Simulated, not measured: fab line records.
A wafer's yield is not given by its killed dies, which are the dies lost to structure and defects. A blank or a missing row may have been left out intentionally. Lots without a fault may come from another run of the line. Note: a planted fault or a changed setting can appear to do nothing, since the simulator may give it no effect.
Split-lot study ; flow n5-finfet ; 21 wafers read from 7 lots, route of 1938 steps

## ON THE SPLIT
At N5_PASSIVATION_SPUTTER_20 (material TaN, target thk 50 nm), the setting target-thk-a was moved away from the recipe's 500 angstrom on 8 of the 21 wafers read, by -10.9% to +12.1%. For the rest of the wafers, this setting stayed at what the recipe calls for.

The split's own step is where the reading is taken.

## THE READING
TaN_of_PASSIVATION_SPUTTER_20.thk-nm (the simulator's own value, which no gauge read), in nm, at N5_PASSIVATION_SPUTTER_20 (material TaN, target thk 50 nm). The file does not state a usual value for it. The 13 wafers here that ran the recipe average 50.2 nm, standard deviation 0.48 nm.

wafer;tool, chamber at the split;target-thk-a as run, angstrom;against the recipe;TaN_of_PASSIVATION_SPUTTER_20.thk-nm, nm;against lot-mates on the recipe
L075.2;pvd-sputter-03, -;516.9;+3.4%;52;+1.6
L075.5;pvd-sputter-03, -;516.9;+3.4%;52;+1.6
L075.6;pvd-sputter-03, -;500;recipe;50.4;-
L081.1;pvd-sputter-03, -;500;recipe;50.2;-
L081.2;pvd-sputter-03, -;560.4;+12.1%;56.6;+6.4
L081.5;pvd-sputter-03, -;560.4;+12.1%;56.2;+6.0
L086.2;pvd-sputter-01, -;500;recipe;50;-
L086.3;pvd-sputter-01, -;500;recipe;50;-
L086.6;pvd-sputter-01, -;500;recipe;49.8;-
L084.2;pvd-sputter-03, -;500;recipe;49.6;-
L084.3;pvd-sputter-03, -;500;recipe;49.6;-
L084.6;pvd-sputter-03, -;475.2;-5.0%;46.8;-2.8
L091.2;pvd-sputter-01, -;500;recipe;49.2;-
L091.3;pvd-sputter-01, -;445.4;-10.9%;43.6;-5.6
L091.5;pvd-sputter-01, -;445.4;-10.9%;43.8;-5.4
L090.2;pvd-sputter-02, -;500;recipe;50.4;-
L090.5;pvd-sputter-02, -;500;recipe;50.6;-
L090.6;pvd-sputter-02, -;449.5;-10.1%;45;-5.5
L097.1;pvd-sputter-02, -;500;recipe;50.8;-
L097.4;pvd-sputter-02, -;500;recipe;50.8;-
L097.2;pvd-sputter-02, -;500;recipe;50.6;-

THE FIT
A straight line over all 21 wafers: TaN_of_PASSIVATION_SPUTTER_20.thk-nm changes by +0.548 nm for each +1% of target-thk-a; r = +0.99; the points scatter about the line by 0.47 nm.
The same after taking each lot's own level away (the mean of its wafers on the recipe; 21 wafers): +0.515 nm for each +1%; r = +1.00; scatter 0.14 nm.
The reading moves by 6.2 nm for the largest change in target-thk-a, on that fit.
The lots' own levels span 49.20 to 50.73 nm, that is 3.2 times the standard deviation above.
The two slopes are in agreement: the lot-to-lot level therefore moves the slope only a little.
Check: for one of the wafers moved furthest among these (+12.1%), held out of the fit, the line's prediction against its lot-mates is +6.11 nm. Against them it came out at +6.4 nm.

## OTHER SPLITS APPLIED TO THESE WAFERS
Note: prior to the reading, these wafers also went through further splits. Each is held against what the fit with the lots' levels taken away leaves over:
other split on the same wafers;wafers away from the commonest value;r with TaN_of_PASSIVATION_SPUTTER_20.thk-nm (lot level and that fit taken away)
N5_BEOL_M10_TRENCH_ETCH_37 bias-w;7;+0.54
N5_BEOL_M12_TRENCH_ETCH_34 time-s;6;+0.13
N5_BEOL_M12_ETCH_38 time-s;9;-0.17
N5_BEOL_M13_SPUTTER_43 time-s;6;+0.36
N5_BEOL_M14_SPUTTER_43 power-w;6;+0.25
N5_BEOL_M15_ILD_DEP_00 temp-c;5;+0.13
N5_BEOL_M15_COAT_04 spin-rpm;7;+0.44

## THE FILE'S OWN FIT
TaN_of_PASSIVATION_SPUTTER_20.thk-nm changes by +0.52 nm for each +1% of target-thk-a, r = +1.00.
